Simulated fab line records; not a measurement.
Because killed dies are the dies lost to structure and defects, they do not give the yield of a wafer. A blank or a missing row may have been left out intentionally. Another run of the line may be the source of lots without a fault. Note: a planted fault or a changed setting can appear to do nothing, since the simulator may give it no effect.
fab line records	flow nand-harc	part 1 of 2: steps 1 to 4 of 6
[record] lots = 23	wafers = 69	last-day = 24
route steps=1159 shown A_CONTACT@870
lots untouched by any fault: they come from a run of this same line in which no faults occurred
start-h: start of the lot's first displayed wafer, in hours after the record's first day	wait-h: hours since the lot's step before	" unchanged from the row above	L1.1+2: several wafers, shown together as one row	- no value present, or no start provided	* or withheld: withheld	< > ~ a bound
route shown NAME@n: NAME is a module with steps in the file, n the number in the route of the first one	usual: mean and standard deviation over wafers with no fault	same: alike in all rows	chamber/n: place in a boat	sites: each site's reading	_std_site: their standard deviation	_edge_site: inner sites' mean taken away from outer sites' mean	radius-mm: for every site, how far away it sits from the centre of the wafer	mask NAME#n: copy n	behind: the tool/chamber that last shaped the wafer	hold: why the lot went on hold/how many hours it stayed there/how the hold came to an end	device: whichever transistor did not switch (one of n, p or np)	end of line: tests of these same wafers at the route's end	step lacking rows: just its recipe	killed: not the wafer's yield, but the dies lost to structure and defects at the first sort	map: the dies of a wafer, with x for killed, . for not killed, _ for no die there
set.NAME: the setting that was run; set.NAME@STEP: the one run at that earlier step	model.NAME: the simulator's own value behind a step, which no gauge read
one table for each step of the route and one row for each wafer, over a sample of lots
services: when a tool's chamber went out of use (start-h, in hours from the record's first day, below 0 if earlier), for how many hours, and the reason
[[steps]]
[step NHARC_A_CONTACT_ETCH_119]
[recipe] source-w = withheld	pressure-mtorr = 20	bias-v = 3000	time-s = 94	target-depth-a = 9220	ar-flow-sccm = withheld	c4f8-flow-sccm = withheld	o2-flow-sccm = withheld	chemistry = C4F8/O2/Ar
[usual] chamber-pressure-mTorr = 20.000/0.017
lot.wafer	tool	chamber	start-h	wait-h	chamber-pressure-mTorr	rf-hours-counter-h
L075.1	har-cap-etch-03	0	372.36	0.1	20.002	75
L075.3	"	1	"	"	20.007	-
L075.6	"	0	"	"	20.004	-
L078.2	har-cap-etch-01	1	379.17	0.1	20.014	58
L078.3	"	1	"	"	20.004	-
L078.5	"	0	"	"	19.978	-
L077.2	har-cap-etch-03	1	380.95	0.1	20.000	78
L077.3	"	0	"	"	20.000	-
L077.5	"	0	"	"	20.009	-
L074.1	har-cap-etch-01	1	384.58	0.1	19.996	61
L074.2	"	0	"	"	19.995	61
L074.5	"	0	"	"	19.985	-
L079.3	har-cap-etch-03	1	387.21	0.1	20.008	-
L079.4	"	0	"	"	19.950	-
L079.5	"	1	"	"	20.002	-
L076.2	har-cap-etch-03	0	390.35	0.1	20.002	80
L076.3	"	0	"	"	19.975	-
L076.5	"	1	"	"	20.005	-
L080.1	har-cap-etch-02	0	395.30	0.1	19.992	14
L080.4	"	1	"	"	19.987	-
L080.6	"	0	"	"	20.017	-
L081.1	har-cap-etch-01	0	406.00	0.1	19.990	67
L081.6	"	1	"	"	20.012	-
L081.5	"	0	"	"	20.033	-
L082.2	har-cap-etch-01	0	419.83	0.1	20.024	69
L082.4	"	0	"	"	20.006	-
L082.6	"	0	"	"	19.980	-
L083.1	har-cap-etch-03	1	430.30	0.1	19.980	87
L083.3	"	0	"	"	20.005	-
L083.4	"	1	"	"	19.989	-
L084.1	har-cap-etch-02	1	436.02	0.1	20.007	19
L084.2	"	0	"	"	20.000	19
L084.3	"	0	"	"	20.039	-
L085.1	har-cap-etch-03	0	436.23	0.1	20.012	88
L085.3	"	0	"	"	19.990	-
L085.6	"	0	"	"	20.010	-
L086.3	har-cap-etch-03	1	445.79	0.1	20.007	-
L086.4	"	0	"	"	19.967	-
L086.6	"	1	"	"	20.004	-
L088.1	har-cap-etch-02	1	447.66	0.1	19.995	22
L088.3	"	1	"	"	20.044	-
L088.5	"	0	"	"	20.001	-
L090.1	har-cap-etch-03	0	450.19	0.1	19.984	92
L090.3	"	0	"	"	19.990	-
L090.4	"	1	"	"	19.956	-
L089.2	har-cap-etch-01	1	452.89	0.1	20.008	73
L089.4	"	1	"	"	20.019	-
L089.6	"	1	"	"	19.986	-
L087.4	har-cap-etch-03	0	459.57	0.1	20.016	-
L087.6	"	1	"	"	20.021	-
L087.5	"	0	"	"	19.998	-
L091.2	har-cap-etch-03	1	467.29	0.1	19.987	96
L091.4	"	0	"	"	20.002	-
L091.3	"	1	"	"	19.967	-
L092.3	har-cap-etch-03	1	482.19	0.1	20.003	-
L092.4	"	0	"	"	19.980	-
L092.5	"	0	"	"	19.984	-
L093.2	har-cap-etch-01	0	482.65	0.1	20.017	79
L093.4	"	0	"	"	20.020	-
L093.5	"	0	"	"	19.988	-
L096.3	har-cap-etch-01	0	497.53	0.1	20.019	-
L096.4	"	1	"	"	19.989	-
L096.6	"	1	"	"	20.014	-
L094.2	har-cap-etch-02	0	499.68	0.1	20.001	30
L094.1	"	1	"	"	20.007	30
L094.3	"	0	"	"	20.029	-
L095.3	har-cap-etch-01	1	506.67	0.1	19.994	-
L095.4	"	0	"	"	19.969	-
L095.5	"	0	"	"	19.959	-
[step NHARC_A_CONTACT_ETCH_102]
[recipe] target-depth-a = 700	overetch-a = 70	time-s = 38.5	ion-energy-ev = 100	cf4-flow-sccm = 80	o2-flow-sccm = 20	ar-flow-sccm = 0	rf-w = 300	bias-w = 100	chemistry = CF4/O2
[usual] cf4-flow-sccm = 80.01/0.23	chamber-pressure-mTorr = 30.005/0.025	drypump-motor-current-A = 5.9/0.4	mfc-ar-sccm = 0.010/0.013	oes-product-au = 1.002/0.0097	rf-vpp-V = 197.5/1.4	showerhead-plenum-p-Torr = 1.32/0.054	throttle-valve-pct = 13.398/0.0088
lot.wafer	tool	chamber	start-h	wait-h	cf4-flow-sccm	chamber-pressure-mTorr	drypump-motor-current-A	mfc-ar-sccm	oes-product-au	rf-hours-counter-h	rf-vpp-V	showerhead-plenum-p-Torr	throttle-valve-pct
L075.1	rie-diel-11	3	373.82	0.1	79.88	29.966	6.5	0.003	0.993	54	198.4	1.36	13.394
L075.3	"	1	"	"	79.68	29.952	6.1	0	1.004	52	199.1	1.31	13.394
L075.6	"	2	"	"	79.98	29.998	6.0	0	1.005	-	197.2	1.34	13.392
L078.2	rie-diel-11	2	380.62	0.1	80.20	30.021	6.0	0	1.014	54	197.9	1.34	13.394
L078.3	"	0	"	"	80.29	30.003	6.1	0.027	1.010	55	195.6	1.24	13.406
L078.5	"	2	"	"	79.80	29.972	6.1	0	1.005	-	197.5	1.34	13.396
L077.2	rie-diel-08	3	382.64	0.1	80.23	30.033	5.6	0.024	1.024	15	197.9	1.33	13.401
L077.3	"	1	"	"	79.57	29.989	6.5	0	1.014	16	199.6	1.40	13.390
L077.5	"	3	"	"	80.34	30.038	5.6	0.024	1.023	-	198.9	1.33	13.409
L074.2	rie-diel-08	1	386.99	0.5	79.80	29.985	6.5	0	1.024	18	199.2	1.40	13.393
L074.1	"	2	"	"	80.44	29.982	5.8	0	1.010	18	196.5	1.24	13.402
L074.5	"	0	"	"	80.03	30.025	5.7	0.014	1.009	-	196.9	1.32	13.389
L079.4	rie-diel-11	3	389.35	0.2	80.16	30.007	6.6	0.003	0.996	62	198.8	1.36	13.402
L079.3	"	0	"	"	79.96	29.996	6.1	0.027	0.999	61	195.6	1.24	13.384
L079.5	"	3	"	"	79.70	29.972	6.6	0.003	0.994	-	197.5	1.36	13.394
L076.2	rie-diel-10	2	391.91	0.1	80.03	30.024	5.2	0.019	0.991	12	199.9	1.36	13.396
L076.3	"	0	"	"	80.17	29.983	5.7	0	1.002	11	197.3	1.32	13.404
L076.5	"	1	"	"	79.37	30.003	5.2	0.043	0.992	-	195.8	1.26	13.397
L080.1	rie-diel-11	2	396.98	0.1	80.25	30.005	6.0	0	1.005	62	197.2	1.34	13.397
L080.4	"	3	"	"	80.15	30.061	6.5	0.003	0.998	64	199.3	1.36	13.393
L080.6	"	3	"	"	80.03	29.975	6.6	0.003	0.999	-	198.0	1.35	13.399
L081.1	rie-diel-08	2	407.54	0.1	80.09	30.019	5.8	0	0.982	25	196.4	1.24	13.412
L081.6	"	3	"	"	80.34	30.041	5.6	0.024	1.005	-	197.6	1.33	13.393
L081.5	"	2	"	"	79.74	29.974	5.8	0	0.991	-	196.2	1.24	13.403
L082.2	rie-diel-11	0	421.32	0.1	80.25	29.990	6.1	0.027	1.000	3	199.6	1.45	13.392
L082.4	"	1	"	"	79.97	29.986	6.1	0	1.005	3	198.4	1.31	13.393
L082.6	"	1	"	"	79.83	30.047	6.1	0	0.994	-	198.0	1.31	13.406
L083.3	rie-diel-10	2	431.93	0.2	79.72	30.016	5.2	0.019	0.998	22	199.4	1.36	13.403
L083.4	"	3	"	"	80.26	30.020	5.7	0	1.001	23	196.9	1.35	13.402
L083.1	"	1	"	"	80.10	30.028	5.2	0.043	1.000	20	197.2	1.25	13.402
L085.3	rie-diel-08	3	437.76	0.1	80.16	30.035	5.6	0.024	1.003	29	198.1	1.33	13.400
L085.1	"	0	"	"	80.02	30.031	5.7	0.014	1.010	30	196.9	1.32	13.394
L085.6	"	3	"	"	80.14	30.017	5.5	0.024	1.014	-	196.7	1.33	13.407
L084.1	rie-diel-08	2	437.80	0.1	80.15	30.003	5.8	0	0.987	30	196.0	1.24	13.405
L084.2	"	0	"	"	80.30	29.976	5.7	0.014	1.010	30	196.1	1.32	13.395
L084.3	"	1	"	"	79.95	29.979	6.5	0	1.024	23	200.0	1.40	13.398
L086.3	rie-diel-11	2	447.33	0.1	79.92	30.008	6.1	0	1.005	14	198.6	1.33	13.423
L086.4	"	3	"	"	79.87	30.037	6.5	0.003	1.013	11	198.6	1.35	13.401
L086.6	"	0	"	"	80.13	30.002	6.1	0.027	1.022	-	199.3	1.44	13.406
L088.1	rie-diel-08	2	449.11	0.1	80.09	29.997	5.8	0	0.993	32	196.3	1.24	13.399
L088.3	"	1	"	"	80.23	29.959	6.5	0	1.019	26	199.0	1.40	13.386
L088.5	"	2	"	"	79.95	30.031	5.8	0	0.993	-	197.4	1.24	13.389
L090.4	rie-diel-08	2	451.67	0.0	80.29	29.975	5.8	0	0.991	32	195.3	1.24	13.399
L090.1	"	3	"	"	79.71	30.040	5.6	0.024	1.010	31	196.2	1.33	13.405
L090.3	"	0	"	"	79.86	29.973	5.8	0.014	1.011	32	196.0	1.32	13.399
L089.4	rie-diel-10	2	454.36	0.1	79.93	30.029	5.2	0.019	0.997	34	198.0	1.35	13.400
L089.2	"	3	"	"	79.82	30.015	5.6	0	1.001	34	198.6	1.35	13.413
L089.6	"	2	"	"	79.78	30.037	5.2	0.019	0.988	-	199.2	1.35	13.403
L087.4	rie-diel-08	3	461.10	0.1	80.14	29.967	5.5	0.024	1.021	34	197.3	1.33	13.392
L087.5	"	1	"	"	79.87	29.979	6.5	0	1.015	-	199.3	1.40	13.392
L087.6	"	2	"	"	80.04	29.999	5.8	0	1.003	-	196.6	1.24	13.395
L091.4	rie-diel-08	3	468.96	0.1	79.94	30.001	5.6	0.024	0.999	36	197.4	1.33	13.400
L091.3	"	0	"	"	79.66	30.021	5.8	0.014	1.004	37	196.5	1.32	13.385
L091.2	"	1	"	"	79.80	29.999	6.5	0	1.005	31	198.9	1.40	13.406
L092.3	rie-diel-10	0	483.77	0.2	79.74	30.026	5.7	0	0.990	42	197.0	1.32	13.376
L092.4	"	3	"	"	79.84	30.033	5.7	0	0.992	45	197.6	1.34	13.387
L092.5	"	1	"	"	80.13	30.044	5.2	0.043	0.986	-	195.9	1.25	13.402
L093.4	rie-diel-11	0	484.13	0.1	80.11	29.978	6.1	0.027	1.001	30	199.2	1.44	13.401
L093.2	"	2	"	"	79.95	29.982	6.0	0	0.991	28	198.8	1.33	13.398
L093.5	"	3	"	"	80.37	30.039	6.5	0.003	1.008	-	200.1	1.35	13.410
L096.4	rie-diel-08	2	498.97	0.1	80.20	29.989	5.8	0	0.985	2	194.9	1.24	13.406
L096.3	"	0	"	"	80.15	29.988	5.8	0.014	0.990	1	197.7	1.32	13.393
L096.6	"	2	"	"	80.28	30.049	5.8	0	0.988	-	197.3	1.24	13.373
L094.1	rie-diel-08	1	501.16	0.0	79.92	30.006	6.5	0	1.020	2	199.0	1.40	13.385
L094.2	"	3	"	"	80.06	29.989	5.6	0.024	0.999	2	198.8	1.33	13.398
L094.3	"	0	"	"	79.76	30.005	5.7	0.014	1.000	1	196.3	1.32	13.414
L095.4	rie-diel-11	0	508.13	0.1	80.17	30.025	6.1	0.027	1.007	36	200.7	1.44	13.390
L095.3	"	1	"	"	80.16	30.002	6.1	0	1.000	36	195.9	1.30	13.397
L095.5	"	3	"	"	80.01	30.029	6.6	0.003	0.999	-	198.9	1.35	13.391
[step NHARC_A_CONTACT_OVL_MEAS_70]
[usual] overlay-x-nm = 0.2/1	overlay-y-nm = -0.2/0.93
lot.wafer	tool	chamber	start-h	wait-h	overlay-x-nm	overlay-y-nm
L075.1	overlay-02	-	378.77	-	1.1	0.2
L075.3	"	-	"	"	0.5	0.7
L075.6	"	-	"	"	0.5	0.1
L078.2	overlay-02	-	386.21	-	-0.5	-0.3
L078.3	"	-	"	"	-0.1	-0.7
L078.5	"	-	"	"	-1.0	-0.4
L077.2	overlay-02	-	387.89	-	1.2	-0.8
L077.3	"	-	"	"	1.5	-1.0
L077.5	"	-	"	"	1.2	-0.6
L074.1	overlay-02	-	390.33	-	-0.6	0.9
L074.2	"	-	"	"	-0.3	1.0
L074.5	"	-	"	"	-0.2	0.8
L079.3	overlay-02	-	392.55	-	-1.9	-0.9
L079.4	"	-	"	"	-1.9	-0.9
L079.5	"	-	"	"	-1.8	-1.1
L076.2	overlay-01	-	395.10	-	-2.6	0.8
L076.3	"	-	"	"	-2.3	0.6
L076.5	"	-	"	"	-2.0	0.9
L080.1	overlay-02	-	402.01	-	-0.1	1.6
L080.4	"	-	"	"	0.2	2.2
L080.6	"	-	"	"	0.1	2.1
L081.1	overlay-02	-	411.36	-	-0.1	-0.9
L081.5	"	-	"	"	0.3	-1.6
L081.6	"	-	"	"	-0.3	-0.7
L082.2	overlay-01	-	424.74	-	-1.1	-0.6
L082.4	"	-	"	"	-0.6	-0.7
L082.6	"	-	"	"	-0.8	-0.7
L083.1	overlay-02	-	435.67	-	0.7	0.7
L083.3	"	-	"	"	0.5	0.8
L083.4	"	-	"	"	0.5	0.7
L085.1	overlay-01	-	440.85	-	0.1	-0.9
L085.3	"	-	"	"	0.1	-1.1
L085.6	"	-	"	"	0.0	-1.1
L084.1	overlay-02	-	441.16	-	0.3	-0.5
L084.2	"	-	"	"	-0.1	-0.2
L084.3	"	-	"	"	-0.5	-0.6
L086.3	overlay-01	-	453.62	-	-0.2	-1.5
L086.4	"	-	"	"	-0.3	-1.3
L086.6	"	-	"	"	0.2	-1.8
L088.1	overlay-01	-	456.77	-	1.3	-0.8
L088.3	"	-	"	"	1.6	-0.7
L088.5	"	-	"	"	1.1	-0.9
L090.1	overlay-02	-	457.17	-	0.8	1.3
L090.3	"	-	"	"	1.2	1.3
L090.4	"	-	"	"	0.5	1.0
L089.2	overlay-01	-	458.78	-	-0.6	-2.6
L089.4	"	-	"	"	-1.3	-2.3
L089.6	"	-	"	"	-1.3	-1.8
L087.4	overlay-01	-	465.29	-	1.5	-0.1
L087.5	"	-	"	"	1.3	0.5
L087.6	"	-	"	"	1.5	0.2
L091.2	overlay-02	-	472.06	-	-0.4	0.1
L091.3	"	-	"	"	0.1	-0.5
L091.4	"	-	"	"	-0.3	-0.5
L092.3	overlay-01	-	487.66	-	1.8	0.3
L092.4	"	-	"	"	1.5	0.4
L092.5	"	-	"	"	1.8	0.3
L093.2	overlay-02	-	488.03	-	0.9	-0.6
L093.4	"	-	"	"	0.7	-0.9
L093.5	"	-	"	"	1.1	-0.8
L096.3	overlay-02	-	502.11	-	1.1	0.2
L096.4	"	-	"	"	0.9	-0.2
L096.6	"	-	"	"	1.5	-0.3
L094.1	overlay-01	-	504.91	-	-0.2	0.9
L094.2	"	-	"	"	0.0	0.5
L094.3	"	-	"	"	-0.3	0.3
L095.3	overlay-02	-	511.39	-	0.0	-0.1
L095.4	"	-	"	"	0.1	0.0
L095.5	"	-	"	"	0.4	0.3
[step NHARC_A_CONTACT_ETCH_125]
[recipe] source-w = withheld	pressure-mtorr = 20	bias-v = 1200	time-s = 155	target-depth-a = 9560	ar-flow-sccm = withheld	c4f8-flow-sccm = withheld	o2-flow-sccm = withheld	chemistry = C4F8/O2/Ar
[usual] chamber-pressure-mTorr = 20.001/0.017
lot.wafer	tool	chamber	start-h	wait-h	chamber-pressure-mTorr	rf-hours-counter-h
L075.1	har-cap-etch-01	0	380.36	0.2	19.998	59
L075.3	"	0	"	"	20.024	-
L075.6	"	0	"	"	19.997	-
L078.2	har-cap-etch-01	1	388.39	0.2	19.998	61
L078.3	"	0	"	"	20.019	-
L078.5	"	0	"	"	20.006	-
L077.2	har-cap-etch-02	0	390.56	0.2	20.036	12
L077.3	"	0	"	"	20.010	-
L077.5	"	0	"	"	19.998	-
L074.2	har-cap-etch-03	0	392.08	0.2	19.982	81
L074.1	"	1	"	"	19.997	81
L074.5	"	1	"	"	19.985	-
L079.3	har-cap-etch-01	1	394.31	0.1	20.007	-
L079.4	"	0	"	"	20.005	-
L079.5	"	1	"	"	20.017	-
L076.2	har-cap-etch-01	0	396.73	0.2	19.971	65
L076.3	"	0	"	"	20.000	-
L076.5	"	1	"	"	20.023	-
L080.1	har-cap-etch-03	1	403.64	0.2	20.023	84
L080.4	"	0	"	"	19.982	-
L080.6	"	0	"	"	20.014	-
L081.1	har-cap-etch-02	0	413.02	0.2	20.031	16
L081.6	"	1	"	"	19.985	-
L081.5	"	0	"	"	19.994	-
L082.2	har-cap-etch-02	0	426.17	0.2	20.029	17
L082.4	"	1	"	"	19.983	-
L082.6	"	1	"	"	19.989	-
L083.1	har-cap-etch-01	1	437.09	0.2	20.008	70
L083.3	"	1	"	"	20.002	-
L083.4	"	0	"	"	20.024	-
L085.1	har-cap-etch-03	0	442.31	0.2	19.989	89
L085.3	"	0	"	"	19.993	-
L085.6	"	0	"	"	20.029	-
L084.2	har-cap-etch-02	0	442.58	0.2	19.963	20
L084.1	"	1	"	"	19.998	20
L084.3	"	1	"	"	20.022	-
L086.3	har-cap-etch-02	1	455.10	0.1	20.026	-
L086.4	"	0	"	"	20.016	-
L086.6	"	1	"	"	19.990	-
L088.1	har-cap-etch-01	1	459.17	0.2	20.019	74
L088.3	"	1	"	"	19.995	-
L088.5	"	0	"	"	19.975	-
L089.2	har-cap-etch-03	1	460.44	0.2	19.980	94
L089.4	"	0	"	"	20.007	-
L089.6	"	1	"	"	20.012	-
L090.1	har-cap-etch-01	1	460.81	0.2	19.983	75
L090.4	"	0	"	"	19.980	-
L090.3	"	1	"	"	20.003	-
L087.4	har-cap-etch-01	1	466.82	0.1	20.015	-
L087.6	"	0	"	"	19.982	-
L087.5	"	1	"	"	19.979	-
L091.2	har-cap-etch-02	1	473.57	0.2	20.014	27
L091.4	"	0	"	"	19.978	-
L091.3	"	1	"	"	19.999	-
L092.4	har-cap-etch-03	0	489.13	0.1	20.030	-
L092.3	"	1	"	"	20.012	-
L092.5	"	0	"	"	19.989	-
L093.2	har-cap-etch-01	0	489.47	0.2	20.008	80
L093.4	"	1	"	"	19.980	-
L093.5	"	1	"	"	19.995	-
L096.3	har-cap-etch-03	1	503.57	0.1	20.001	-
L096.4	"	0	"	"	19.983	-
L096.6	"	0	"	"	20.029	-
L094.2	har-cap-etch-02	1	506.71	0.2	19.972	31
L094.1	"	0	"	"	19.982	31
L094.3	"	1	"	"	20.009	-
L095.3	har-cap-etch-01	1	512.85	0.1	20.018	-
L095.4	"	0	"	"	20.002	-
L095.5	"	0	"	"	19.995	-
